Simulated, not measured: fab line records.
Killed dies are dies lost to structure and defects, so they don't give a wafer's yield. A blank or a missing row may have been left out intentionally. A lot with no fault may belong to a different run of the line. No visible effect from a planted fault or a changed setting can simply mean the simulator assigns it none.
What tool caused it? :: flow n5_finfet :: 24 lots, 72 wafers sampled, at 5 steps of a route of 1938

## WHAT THE GAUGES SHOWED, per wafer
N5_FIN_SAQP_OCD_MEAS_76. Usual: trench_depth_nm at 120.2 nm, with a standard deviation of 2.3.
lot: L074
measured: day 2 02:42
on: ocd-02
trench_depth_nm (nm): 118.5 117.8 120.2
flag: 

lot: L075
measured: day 2 07:59
on: ocd-01
trench_depth_nm (nm): 117.4 119.2 121.3
flag: 

lot: L076
measured: day 2 16:06
on: ocd-02
trench_depth_nm (nm): 120.1 121.3 121.5
flag: 

lot: L077
measured: day 2 21:10
on: ocd-02
trench_depth_nm (nm): 118.1 122.7 121.0
flag: 

lot: L078
measured: day 3 02:53
on: ocd-02
trench_depth_nm (nm): 117.2 118.7 120.4
flag: 

lot: L079
measured: day 3 10:34
on: ocd-01
trench_depth_nm (nm): 120.3 121.2 122.8
flag: 

lot: L080
measured: day 3 14:14
on: ocd-01
trench_depth_nm (nm): 119.7 120.5 120.7
flag: 

lot: L081
measured: day 3 22:17
on: ocd-02
trench_depth_nm (nm): 121.1 122.9 121.2
flag: 

lot: L082
measured: day 4 02:34
on: ocd-02
trench_depth_nm (nm): 118.4 117.2 121.7
flag: 

lot: L083
measured: day 4 08:29
on: ocd-02
trench_depth_nm (nm): 118.2 120.8 120.6
flag: 

lot: L084
measured: day 4 14:51
on: ocd-01
trench_depth_nm (nm): 119.8 123.9 122.0
flag: 

lot: L085
measured: day 4 21:10
on: ocd-01
trench_depth_nm (nm): 123.1 122.2 123.8
flag: 

lot: L086
measured: day 5 03:21
on: ocd-01
trench_depth_nm (nm): 118.5 117.8 118.4
flag: 

lot: L087
measured: day 5 09:14
on: ocd-01
trench_depth_nm (nm): 123.0 122.1 119.3
flag: 

lot: L088
measured: day 5 14:01
on: ocd-02
trench_depth_nm (nm): 115.9 115.7 117.1
flag: 

lot: L089
measured: day 5 20:27
on: ocd-01
trench_depth_nm (nm): 119.4 124.6 119.7
flag: 

lot: L090
measured: day 6 03:50
on: ocd-02
trench_depth_nm (nm): 120.9 119.3 118.2
flag: 

lot: L091
measured: day 6 08:32
on: ocd-01
trench_depth_nm (nm): 118.5 121.3 119.3
flag: 

lot: L092
measured: day 6 14:50
on: ocd-01
trench_depth_nm (nm): 119.9 119.7 120.3
flag: 

lot: L093
measured: day 6 19:41
on: ocd-02
trench_depth_nm (nm): 125.4 122.7 118.9
flag: 

lot: L094
measured: day 7 02:42
on: ocd-02
trench_depth_nm (nm): 124.6 118.3 121.9
flag: 

lot: L095
measured: day 7 09:15
on: ocd-02
trench_depth_nm (nm): 121.3 118.3 117.2
flag: 

lot: L096
measured: day 7 14:31
on: ocd-01
trench_depth_nm (nm): 121.5 124.8 119.7
flag: 

lot: L097
measured: day 8 01:11
on: ocd-02
trench_depth_nm (nm): 118.1 119.3 118.4
flag: 

N5_DUMMY_GATE_THK_MEAS_05. Usual: thk_nm at 72.6 nm, with a standard deviation of 1.6.
lot: L074
measured: day 2 19:14
on: film_metro-02
thk_nm (nm): 71.9 68.9 72.9
flag: 

lot: L075
measured: day 2 22:25
on: film_metro-02
thk_nm (nm): 70.6 73.0 73.5
flag: 

lot: L076
measured: day 3 07:13
on: film_metro-02
thk_nm (nm): 74.6 72.1 73.5
flag: 

lot: L077
measured: day 3 11:34
on: film_metro-01
thk_nm (nm): 72.4 73.1 73.3
flag: 

lot: L078
measured: day 3 20:25
on: film_metro-02
thk_nm (nm): 73.0 74.5 75.2
flag: 

lot: L079
measured: day 4 01:17
on: film_metro-02
thk_nm (nm): 76.8 74.9 75.1
flag: 

lot: L080
measured: day 4 05:04
on: film_metro-01
thk_nm (nm): 72.3 72.4 74.1
flag: 

lot: L081
measured: day 4 12:44
on: film_metro-02
thk_nm (nm): 73.9 73.1 74.5
flag: 

lot: L082
measured: day 4 18:24
on: film_metro-01
thk_nm (nm): 74.2 71.9 73.9
flag: 

lot: L083
measured: day 4 23:20
on: film_metro-02
thk_nm (nm): 74.9 71.8 73.9
flag: 

lot: L084
measured: day 5 05:37
on: film_metro-01
thk_nm (nm): 69.8 72.6 72.9
flag: 

lot: L085
measured: day 5 12:29
on: film_metro-02
thk_nm (nm): 74.4 73.7 72.6
flag: 

lot: L086
measured: day 5 17:52
on: film_metro-02
thk_nm (nm): 72.6 73.5 74.3
flag: 

lot: L087
measured: day 6 00:05
on: film_metro-01
thk_nm (nm): 70.9 73.0 69.0
flag: 

lot: L088
measured: day 6 04:26
on: film_metro-02
thk_nm (nm): 72.0 72.7 69.7
flag: 

lot: L089
measured: day 6 11:11
on: film_metro-02
thk_nm (nm): 74.5 72.0 74.8
flag: 

lot: L090
measured: day 6 19:26
on: film_metro-01
thk_nm (nm): 74.5 72.9 74.6
flag: 

lot: L091
measured: day 6 23:03
on: film_metro-01
thk_nm (nm): 72.9 72.3 74.2
flag: 

lot: L092
measured: day 7 05:20
on: film_metro-01
thk_nm (nm): 72.2 69.2 68.7
flag: 

lot: L093
measured: day 7 10:17
on: film_metro-01
thk_nm (nm): 72.3 74.2 74.1
flag: 

lot: L094
measured: day 7 18:43
on: film_metro-01
thk_nm (nm): 70.6 72.7 73.3
flag: 

lot: L095
measured: day 8 01:26
on: film_metro-01
thk_nm (nm): 74.0 70.8 73.0
flag: 

lot: L096
measured: day 8 05:49
on: film_metro-02
thk_nm (nm): 72.6 69.8 72.4
flag: 

lot: L097
measured: day 8 16:23
on: film_metro-02
thk_nm (nm): 73.4 71.0 71.1
flag: 

## WHAT TOOL EACH LOT RAN ON (gives the tool, then ch and the chambers of the sampled wafers, and finally the start)
lot: L074
N5_FIN_CUT_ETCH_30: rie_diel-02 ch 0,1,2, day 2 03:19
N5_STI_FIN_REVEAL_ETCH_34: rie_si-05 ch 0,1,3, day 2 12:38
N5_DUMMY_GATE_CMP_04: cmp-03 ch 0,2,3, day 2 18:59

lot: L075
N5_FIN_CUT_ETCH_30: rie_diel-06 ch 0,1,2, day 2 08:28
N5_STI_FIN_REVEAL_ETCH_34: rie_si-04 ch 0,3, day 2 17:31
N5_DUMMY_GATE_CMP_04: cmp-01 ch 0,1,2, day 2 22:16

lot: L076
N5_FIN_CUT_ETCH_30: rie_diel-02 ch 1,2,3, day 2 17:24
N5_STI_FIN_REVEAL_ETCH_34: rie_si-01 ch 0,3, day 3 02:20
N5_DUMMY_GATE_CMP_04: cmp-02 ch 2,3, day 3 06:59

lot: L077
N5_FIN_CUT_ETCH_30: rie_diel-02 ch 0,2,3, day 2 21:40
N5_STI_FIN_REVEAL_ETCH_34: rie_si-04 ch 0,2,3, day 3 06:40
N5_DUMMY_GATE_CMP_04: cmp-03 ch 0,3, day 3 11:19

lot: L078
N5_FIN_CUT_ETCH_30: rie_diel-06 ch 0,1,2, day 3 03:26
N5_STI_FIN_REVEAL_ETCH_34: rie_si-05 ch 0,1,2, day 3 13:43
N5_DUMMY_GATE_CMP_04: cmp-02 ch 0,1,3, day 3 20:11

lot: L079
N5_FIN_CUT_ETCH_30: rie_diel-03 ch 0,3, day 3 11:11
N5_STI_FIN_REVEAL_ETCH_34: rie_si-04 ch 0,1,2, day 3 20:16
N5_DUMMY_GATE_CMP_04: cmp-02 ch 2,3, day 4 01:03

lot: L080
N5_FIN_CUT_ETCH_30: rie_diel-06 ch 0,1,2, day 3 14:44
N5_STI_FIN_REVEAL_ETCH_34: rie_si-04 ch 1,2, day 4 00:02
N5_DUMMY_GATE_CMP_04: cmp-02 ch 0,1,3, day 4 04:49

lot: L081
N5_FIN_CUT_ETCH_30: rie_diel-02 ch 0,1,3, day 3 22:47
N5_STI_FIN_REVEAL_ETCH_34: rie_si-01 ch 1,3, day 4 07:49
N5_DUMMY_GATE_CMP_04: cmp-02 ch 0,1,2, day 4 12:33

lot: L082
N5_FIN_CUT_ETCH_30: rie_diel-02 ch 0,2,3, day 4 03:11
N5_STI_FIN_REVEAL_ETCH_34: rie_si-05 ch 0,1,2, day 4 12:32
N5_DUMMY_GATE_CMP_04: cmp-02 ch 0,2,3, day 4 18:10

lot: L083
N5_FIN_CUT_ETCH_30: rie_diel-03 ch 0,2, day 4 09:13
N5_STI_FIN_REVEAL_ETCH_34: rie_si-04 ch 0,2, day 4 18:18
N5_DUMMY_GATE_CMP_04: cmp-02 ch 0,2, day 4 23:08

lot: L084
N5_FIN_CUT_ETCH_30: rie_diel-03 ch 2,3, day 4 15:21
N5_STI_FIN_REVEAL_ETCH_34: rie_si-04 ch 0,2,3, day 5 00:34
N5_DUMMY_GATE_CMP_04: cmp-03 ch 0,2, day 5 05:23

lot: L085
N5_FIN_CUT_ETCH_30: rie_diel-03 ch 1,3, day 4 21:47
N5_STI_FIN_REVEAL_ETCH_34: rie_si-01 ch 0,3, day 5 07:17
N5_DUMMY_GATE_CMP_04: cmp-02 ch 0,2,3, day 5 12:19

lot: L086
N5_FIN_CUT_ETCH_30: rie_diel-06 ch 0,1,3, day 5 03:51
N5_STI_FIN_REVEAL_ETCH_34: rie_si-04 ch 1,2,3, day 5 12:58
N5_DUMMY_GATE_CMP_04: cmp-01 ch 1,2,3, day 5 17:38

lot: L087
N5_FIN_CUT_ETCH_30: rie_diel-06 ch 0,3, day 5 09:51
N5_STI_FIN_REVEAL_ETCH_34: rie_si-05 ch 0,1,2, day 5 18:58
N5_DUMMY_GATE_CMP_04: cmp-03 ch 2,3, day 5 23:50

lot: L088
N5_FIN_CUT_ETCH_30: rie_diel-03 ch 1,2,3, day 5 14:31
N5_STI_FIN_REVEAL_ETCH_34: rie_si-05 ch 0,1,2, day 5 23:34
N5_DUMMY_GATE_CMP_04: cmp-01 ch 0,1,2, day 6 04:15

lot: L089
N5_FIN_CUT_ETCH_30: rie_diel-02 ch 0,1,2, day 5 21:05
N5_STI_FIN_REVEAL_ETCH_34: rie_si-01 ch 0,1,3, day 6 06:19
N5_DUMMY_GATE_CMP_04: cmp-02 ch 1,2,3, day 6 10:57

lot: L090
N5_FIN_CUT_ETCH_30: rie_diel-06 ch 0,1,2, day 6 04:20
N5_STI_FIN_REVEAL_ETCH_34: rie_si-01 ch 1,2,3, day 6 14:29
N5_DUMMY_GATE_CMP_04: cmp-02 ch 1,2,3, day 6 19:15

lot: L091
N5_FIN_CUT_ETCH_30: rie_diel-06 ch 1,2,3, day 6 09:05
N5_STI_FIN_REVEAL_ETCH_34: rie_si-04 ch 0,1,3, day 6 18:10
N5_DUMMY_GATE_CMP_04: cmp-02 ch 1,2,3, day 6 22:54

lot: L092
N5_FIN_CUT_ETCH_30: rie_diel-03 ch 0,1,3, day 6 15:27
N5_STI_FIN_REVEAL_ETCH_34: rie_si-05 ch 0,1,2, day 7 00:27
N5_DUMMY_GATE_CMP_04: cmp-03 ch 1,2,3, day 7 05:05

lot: L093
N5_FIN_CUT_ETCH_30: rie_diel-03 ch 0,1,3, day 6 20:18
N5_STI_FIN_REVEAL_ETCH_34: rie_si-05 ch 0,1,3, day 7 05:21
N5_DUMMY_GATE_CMP_04: cmp-01 ch 1,2,3, day 7 10:03

lot: L094
N5_FIN_CUT_ETCH_30: rie_diel-06 ch 1,3, day 7 03:19
N5_STI_FIN_REVEAL_ETCH_34: rie_si-01 ch 2,3, day 7 13:49
N5_DUMMY_GATE_CMP_04: cmp-03 ch 0,2,3, day 7 18:28

lot: L095
N5_FIN_CUT_ETCH_30: rie_diel-03 ch 0,2,3, day 7 09:44
N5_STI_FIN_REVEAL_ETCH_34: rie_si-04 ch 0,3, day 7 18:45
N5_DUMMY_GATE_CMP_04: cmp-02 ch 0,1,2, day 8 01:16

lot: L096
N5_FIN_CUT_ETCH_30: rie_diel-02 ch 0,1,2, day 7 15:08
N5_STI_FIN_REVEAL_ETCH_34: rie_si-01 ch 0,3, day 8 00:04
N5_DUMMY_GATE_CMP_04: cmp-01 ch 0,1,3, day 8 05:40

lot: L097
N5_FIN_CUT_ETCH_30: rie_diel-06 ch 1,3, day 8 01:40
N5_STI_FIN_REVEAL_ETCH_34: rie_si-04 ch 0,1,3, day 8 10:33
N5_DUMMY_GATE_CMP_04: cmp-01 ch 1,2, day 8 16:08
- N5_FIN_CUT_ETCH_30: etches underlayer in N2/H2, target depth 13 nm, time 10.4 s.
- N5_STI_FIN_REVEAL_ETCH_34: etches Si in H2, material Si, target depth 0.97 nm.
- N5_DUMMY_GATE_CMP_04: polishes a-Si.

## WHAT THE TOOLS THEMSELVES READ (means of the sampled wafers that have a number; where no wafer has one, the mark that the record gives instead)
N5_FIN_CUT_ETCH_30. Usual: drypump_motor_current_A 5.6 A, standard deviation 0.54; etch_rf_on_time_s 10.6 s, standard deviation 0.42; oes_product_au 0.67 a.u., standard deviation 0.076; rf_vpp_V 524 V, standard deviation 3; showerhead_plenum_p_Torr 2.53 Torr, standard deviation 0.1; throttle_valve_pct 17.88 %, standard deviation 0.28.
lot: L074
tool: rie_diel-02
drypump_motor_current_A (A): 5.6
etch_rf_on_time_s (s): 10.4
oes_product_au (a.u.): 0.70
rf_vpp_V (V): 522
showerhead_plenum_p_Torr (Torr): 2.45
throttle_valve_pct (%): 18.01
flag: 

lot: L075
tool: rie_diel-06
drypump_motor_current_A (A): 5.4
etch_rf_on_time_s (s): 10.5
oes_product_au (a.u.): 0.66
rf_vpp_V (V): 525
showerhead_plenum_p_Torr (Torr): 2.55
throttle_valve_pct (%): 17.95
flag: 

lot: L076
tool: rie_diel-02
drypump_motor_current_A (A): 5.7
etch_rf_on_time_s (s): 10.7
oes_product_au (a.u.): 0.66
rf_vpp_V (V): 523
showerhead_plenum_p_Torr (Torr): 2.54
throttle_valve_pct (%): 17.91
flag: 

lot: L077
tool: rie_diel-02
drypump_motor_current_A (A): 5.8
etch_rf_on_time_s (s): 10.9
oes_product_au (a.u.): 0.67
rf_vpp_V (V): 522
showerhead_plenum_p_Torr (Torr): 2.50
throttle_valve_pct (%): 17.95
flag: 

lot: L078
tool: rie_diel-06
drypump_motor_current_A (A): 5.4
etch_rf_on_time_s (s): 10.5
oes_product_au (a.u.): 0.66
rf_vpp_V (V): 524
showerhead_plenum_p_Torr (Torr): 2.54
throttle_valve_pct (%): 17.97
flag: 

lot: L079
tool: rie_diel-03
drypump_motor_current_A (A): 6.1
etch_rf_on_time_s (s): 10.6
oes_product_au (a.u.): 0.61
rf_vpp_V (V): 524
showerhead_plenum_p_Torr (Torr): 2.57
throttle_valve_pct (%): 17.73
flag: 

lot: L080
tool: rie_diel-06
drypump_motor_current_A (A): 5.5
etch_rf_on_time_s (s): 10.5
oes_product_au (a.u.): 0.66
rf_vpp_V (V): 525
showerhead_plenum_p_Torr (Torr): 2.54
throttle_valve_pct (%): 17.97
flag: 

lot: L081
tool: rie_diel-02
drypump_motor_current_A (A): 5.7
etch_rf_on_time_s (s): 10.8
oes_product_au (a.u.): 0.62
rf_vpp_V (V): 523
showerhead_plenum_p_Torr (Torr): 2.50
throttle_valve_pct (%): 18.11
flag: 

lot: L082
tool: rie_diel-02
drypump_motor_current_A (A): 5.8
etch_rf_on_time_s (s): 10.8
oes_product_au (a.u.): 0.66
rf_vpp_V (V): 522
showerhead_plenum_p_Torr (Torr): 2.49
throttle_valve_pct (%): 17.96
flag: 

lot: L083
tool: rie_diel-03
drypump_motor_current_A (A): 5.5
etch_rf_on_time_s (s): 10.6
oes_product_au (a.u.): 0.72
rf_vpp_V (V): 524
showerhead_plenum_p_Torr (Torr): 2.54
throttle_valve_pct (%): 17.75
flag: 

lot: L084
tool: rie_diel-03
drypump_motor_current_A (A): 6.1
etch_rf_on_time_s (s): 10.8
oes_product_au (a.u.): 0.65
rf_vpp_V (V): 521
showerhead_plenum_p_Torr (Torr): 2.44
throttle_valve_pct (%): 17.77
flag: 

lot: L085
tool: rie_diel-03
drypump_motor_current_A (A): 5.5
etch_rf_on_time_s (s): 10.6
oes_product_au (a.u.): 0.75
rf_vpp_V (V): 526
showerhead_plenum_p_Torr (Torr): 2.62
throttle_valve_pct (%): 17.65
flag: 

lot: L086
tool: rie_diel-06
drypump_motor_current_A (A): 5.4
etch_rf_on_time_s (s): 10.0
oes_product_au (a.u.): 0.70
rf_vpp_V (V): 524
showerhead_plenum_p_Torr (Torr): 2.55
throttle_valve_pct (%): 17.85
flag: 

lot: L087
tool: rie_diel-06
drypump_motor_current_A (A): 5.7
etch_rf_on_time_s (s): 10.3
oes_product_au (a.u.): 0.67
rf_vpp_V (V): 522
showerhead_plenum_p_Torr (Torr): 2.47
throttle_valve_pct (%): 18.16
flag: 

lot: L088
tool: rie_diel-03
drypump_motor_current_A (A): 5.6
etch_rf_on_time_s (s): 10.7
oes_product_au (a.u.): 0.72
rf_vpp_V (V): 525
showerhead_plenum_p_Torr (Torr): 2.54
throttle_valve_pct (%): 17.71
flag: 

lot: L089
tool: rie_diel-02
drypump_motor_current_A (A): 5.6
etch_rf_on_time_s (s): 10.5
oes_product_au (a.u.): 0.66
rf_vpp_V (V): 521
showerhead_plenum_p_Torr (Torr): 2.44
throttle_valve_pct (%): 18.06
flag: 

lot: L090
tool: rie_diel-06
drypump_motor_current_A (A): 5.5
etch_rf_on_time_s (s): 10.6
oes_product_au (a.u.): 0.63
rf_vpp_V (V): 523
showerhead_plenum_p_Torr (Torr): 2.53
throttle_valve_pct (%): 18.01
flag: 

lot: L091
tool: rie_diel-06
drypump_motor_current_A (A): 5.0
etch_rf_on_time_s (s): 10.4
oes_product_au (a.u.): 0.68
rf_vpp_V (V): 526
showerhead_plenum_p_Torr (Torr): 2.58
throttle_valve_pct (%): 17.79
flag: 

lot: L092
tool: rie_diel-03
drypump_motor_current_A (A): 5.8
etch_rf_on_time_s (s): 10.7
oes_product_au (a.u.): 0.65
rf_vpp_V (V): 526
showerhead_plenum_p_Torr (Torr): 2.59
throttle_valve_pct (%): 17.71
flag: 

lot: L093
tool: rie_diel-03
drypump_motor_current_A (A): 5.8
etch_rf_on_time_s (s): 10.8
oes_product_au (a.u.): 0.65
rf_vpp_V (V): 525
showerhead_plenum_p_Torr (Torr): 2.59
throttle_valve_pct (%): 17.74
flag: 

lot: L094
tool: rie_diel-06
drypump_motor_current_A (A): 5.2
etch_rf_on_time_s (s): 9.9
oes_product_au (a.u.): 0.71
rf_vpp_V (V): 526
showerhead_plenum_p_Torr (Torr): 2.62
throttle_valve_pct (%): 17.56
flag: 

lot: L095
tool: rie_diel-03
drypump_motor_current_A (A): 5.9
etch_rf_on_time_s (s): 10.7
oes_product_au (a.u.): 0.64
rf_vpp_V (V): 523
showerhead_plenum_p_Torr (Torr): 2.50
throttle_valve_pct (%): 17.78
flag: 

lot: L096
tool: rie_diel-02
drypump_motor_current_A (A): 5.6
etch_rf_on_time_s (s): 10.6
oes_product_au (a.u.): 0.65
rf_vpp_V (V): 521
showerhead_plenum_p_Torr (Torr): 2.44
throttle_valve_pct (%): 18.08
flag: 

lot: L097
tool: rie_diel-06
drypump_motor_current_A (A): 5.2
etch_rf_on_time_s (s): 9.9
oes_product_au (a.u.): 0.71
rf_vpp_V (V): 527
showerhead_plenum_p_Torr (Torr): 2.62
throttle_valve_pct (%): 17.58
flag: 

N5_STI_FIN_REVEAL_ETCH_34. Usual: drypump_motor_current_A 5.7 A, standard deviation 0.4; oes_product_au 1.001 a.u., standard deviation 0.018; throttle_valve_pct 25.9 %, standard deviation 0.61.
lot: L074
tool: rie_si-05
drypump_motor_current_A (A): 5.7
oes_product_au (a.u.): 1.020
throttle_valve_pct (%): 25.6
flag: 

lot: L075
tool: rie_si-04
drypump_motor_current_A (A): 5.9
oes_product_au (a.u.): 1.014
throttle_valve_pct (%): 26.0
flag: 

lot: L076
tool: rie_si-01
drypump_motor_current_A (A): 5.6
oes_product_au (a.u.): 0.988
throttle_valve_pct (%): 25.6
flag: 

lot: L077
tool: rie_si-04
drypump_motor_current_A (A): 5.7
oes_product_au (a.u.): 1.003
throttle_valve_pct (%): 26.3
flag: 

lot: L078
tool: rie_si-05
drypump_motor_current_A (A): 5.6
oes_product_au (a.u.): 1.003
throttle_valve_pct (%): 25.4
flag: 

lot: L079
tool: rie_si-04
drypump_motor_current_A (A): 5.9
oes_product_au (a.u.): 1.002
throttle_valve_pct (%): 26.4
flag: 

lot: L080
tool: rie_si-04
drypump_motor_current_A (A): 5.6
oes_product_au (a.u.): 0.991
throttle_valve_pct (%): 26.6
flag: 

lot: L081
tool: rie_si-01
drypump_motor_current_A (A): 5.6
oes_product_au (a.u.): 1.009
throttle_valve_pct (%): 25.4
flag: 

lot: L082
tool: rie_si-05
drypump_motor_current_A (A): 5.5
oes_product_au (a.u.): 1.003
throttle_valve_pct (%): 25.4
flag: 

lot: L083
tool: rie_si-04
drypump_motor_current_A (A): 5.6
oes_product_au (a.u.): 0.997
throttle_valve_pct (%): 26.7
flag: 

lot: L084
tool: rie_si-04
drypump_motor_current_A (A): 5.7
oes_product_au (a.u.): 1.000
throttle_valve_pct (%): 26.3
flag: 

lot: L085
tool: rie_si-01
drypump_motor_current_A (A): 5.6
oes_product_au (a.u.): 0.984
throttle_valve_pct (%): 25.6
flag: 

lot: L086
tool: rie_si-04
drypump_motor_current_A (A): 5.7
oes_product_au (a.u.): 0.986
throttle_valve_pct (%): 26.2
flag: 

lot: L087
tool: rie_si-05
drypump_motor_current_A (A): 5.5
oes_product_au (a.u.): 1.009
throttle_valve_pct (%): 25.4
flag: 

lot: L088
tool: rie_si-05
drypump_motor_current_A (A): 5.5
oes_product_au (a.u.): 1.006
throttle_valve_pct (%): 25.4
flag: 

lot: L089
tool: rie_si-01
drypump_motor_current_A (A): 5.7
oes_product_au (a.u.): 0.999
throttle_valve_pct (%): 25.6
flag: 

lot: L090
tool: rie_si-01
drypump_motor_current_A (A): 5.7
oes_product_au (a.u.): 0.992
throttle_valve_pct (%): 25.7
flag: 

lot: L091
tool: rie_si-04
drypump_motor_current_A (A): 6.0
oes_product_au (a.u.): 0.999
throttle_valve_pct (%): 25.9
flag: 

lot: L092
tool: rie_si-05
drypump_motor_current_A (A): 5.5
oes_product_au (a.u.): 1.012
throttle_valve_pct (%): 25.5
flag: 

lot: L093
tool: rie_si-05
drypump_motor_current_A (A): 5.6
oes_product_au (a.u.): 1.024
throttle_valve_pct (%): 25.6
flag: 

lot: L094
tool: rie_si-01
drypump_motor_current_A (A): 5.8
oes_product_au (a.u.): 0.988
throttle_valve_pct (%): 26.1
flag: 

lot: L095
tool: rie_si-04
drypump_motor_current_A (A): 6.0
oes_product_au (a.u.): 1.011
throttle_valve_pct (%): 26.0
flag: 

lot: L096
tool: rie_si-01
drypump_motor_current_A (A): 5.8
oes_product_au (a.u.): 0.988
throttle_valve_pct (%): 25.8
flag: 

lot: L097
tool: rie_si-04
drypump_motor_current_A (A): 6.0
oes_product_au (a.u.): 1.001
throttle_valve_pct (%): 25.9
flag: 

N5_DUMMY_GATE_CMP_04. Usual: motor_current_A 9.9 A, standard deviation 1.1; pad_life_wafers 1273, standard deviation 570; retaining_ring_pressure_frac 1.000, standard deviation 0.0045; time_to_endpoint_s 16 s, standard deviation 3.5.
lot: L074
tool: cmp-03
motor_current_A (A): 11.3
pad_life_wafers: 817
retaining_ring_pressure_frac: 1.001
time_to_endpoint_s (s): 15
flag: 

lot: L075
tool: cmp-01
motor_current_A (A): 9.5
pad_life_wafers: 465
retaining_ring_pressure_frac: 1.001
time_to_endpoint_s (s): 15
flag: 

lot: L076
tool: cmp-02
motor_current_A (A): 8.6
pad_life_wafers: 1454
retaining_ring_pressure_frac: 1.002
time_to_endpoint_s (s): 19
flag: 

lot: L077
tool: cmp-03
motor_current_A (A): 11.4
pad_life_wafers: 960
retaining_ring_pressure_frac: 0.998
time_to_endpoint_s (s): 15
flag: 

lot: L078
tool: cmp-02
motor_current_A (A): 9.1
pad_life_wafers: 1555
retaining_ring_pressure_frac: 0.997
time_to_endpoint_s (s): 15
flag: 

lot: L079
tool: cmp-02
motor_current_A (A): 8.9
pad_life_wafers: 1592
retaining_ring_pressure_frac: 0.998
time_to_endpoint_s (s): 20
flag: 

lot: L080
tool: cmp-02
motor_current_A (A): 9.1
pad_life_wafers: 1627
retaining_ring_pressure_frac: 1.001
time_to_endpoint_s (s): 17
flag: 

lot: L081
tool: cmp-02
motor_current_A (A): 9.8
pad_life_wafers: 1688
retaining_ring_pressure_frac: 1.002
time_to_endpoint_s (s): 20
flag: 

lot: L082
tool: cmp-02
motor_current_A (A): 8.9
pad_life_wafers: 1753
retaining_ring_pressure_frac: 0.997
time_to_endpoint_s (s): 19
flag: 

lot: L083
tool: cmp-02
motor_current_A (A): 9.4
pad_life_wafers: 1808
retaining_ring_pressure_frac: 0.997
time_to_endpoint_s (s): 20
flag: 

lot: L084
tool: cmp-03
motor_current_A (A): 11.4
pad_life_wafers: 1291
retaining_ring_pressure_frac: 0.999
time_to_endpoint_s (s): 12
flag: 

lot: L085
tool: cmp-02
motor_current_A (A): 9.2
pad_life_wafers: 1946
retaining_ring_pressure_frac: 1.005
time_to_endpoint_s (s): 15
flag: 

lot: L086
tool: cmp-01
motor_current_A (A): 9.4
pad_life_wafers: 878
retaining_ring_pressure_frac: 0.998
time_to_endpoint_s (s): 18
flag: 

lot: L087
tool: cmp-03
motor_current_A (A): 11.5
pad_life_wafers: 1494
retaining_ring_pressure_frac: 1.001
time_to_endpoint_s (s): 11
flag: 

lot: L088
tool: cmp-01
motor_current_A (A): 9.5
pad_life_wafers: 992
retaining_ring_pressure_frac: 1.004
time_to_endpoint_s (s): 13
flag: 

lot: L089
tool: cmp-02
motor_current_A (A): 9.6
pad_life_wafers: 2161
retaining_ring_pressure_frac: 1.004
time_to_endpoint_s (s): 19
flag: 

lot: L090
tool: cmp-02
motor_current_A (A): 9.7
pad_life_wafers: 32
retaining_ring_pressure_frac: 0.998
time_to_endpoint_s (s): 18
flag: 

lot: L091
tool: cmp-02
motor_current_A (A): 10.0
pad_life_wafers: 81
retaining_ring_pressure_frac: 0.994
time_to_endpoint_s (s): 17
flag: 

lot: L092
tool: cmp-03
motor_current_A (A): 11.0
pad_life_wafers: 1639
retaining_ring_pressure_frac: 1.000
time_to_endpoint_s (s): 11
flag: 

lot: L093
tool: cmp-01
motor_current_A (A): 9.5
pad_life_wafers: 1303
retaining_ring_pressure_frac: 1.002
time_to_endpoint_s (s): 16
flag: 

lot: L094
tool: cmp-03
motor_current_A (A): 11.2
pad_life_wafers: 1747
retaining_ring_pressure_frac: 1.003
time_to_endpoint_s (s): 15
flag: 

lot: L095
tool: cmp-02
motor_current_A (A): 9.6
pad_life_wafers: 290
retaining_ring_pressure_frac: 1.004
time_to_endpoint_s (s): 15
flag: 

lot: L096
tool: cmp-01
motor_current_A (A): 9.7
pad_life_wafers: 1449
retaining_ring_pressure_frac: 1.001
time_to_endpoint_s (s): 12
flag: 

lot: L097
tool: cmp-01
motor_current_A (A): 9.4
pad_life_wafers: 1524
retaining_ring_pressure_frac: 0.997
time_to_endpoint_s (s): 17
flag: 

## THE ANSWER, worked out from the rows above alone
Rule: a lot is off if the mean of its wafers that have a number lies more than 3 standard deviations from the usual mean. Also off: a lot with no number at a reading for which 4 or more lots have one. Where the step has rows for the other lots, those lots are counted as sound. The gauges are gone through in route order, then the tools' own readings, and for those a lot's mean is taken as printed above. The first step at which some lot is off is used, and at that step the reading that is off furthest; a lot without a number counts as furthest.
No lot is off on any of the readings shown, so nothing can be concluded from this.

## WHAT HAD BEEN PUT IN BY THE SIMULATOR
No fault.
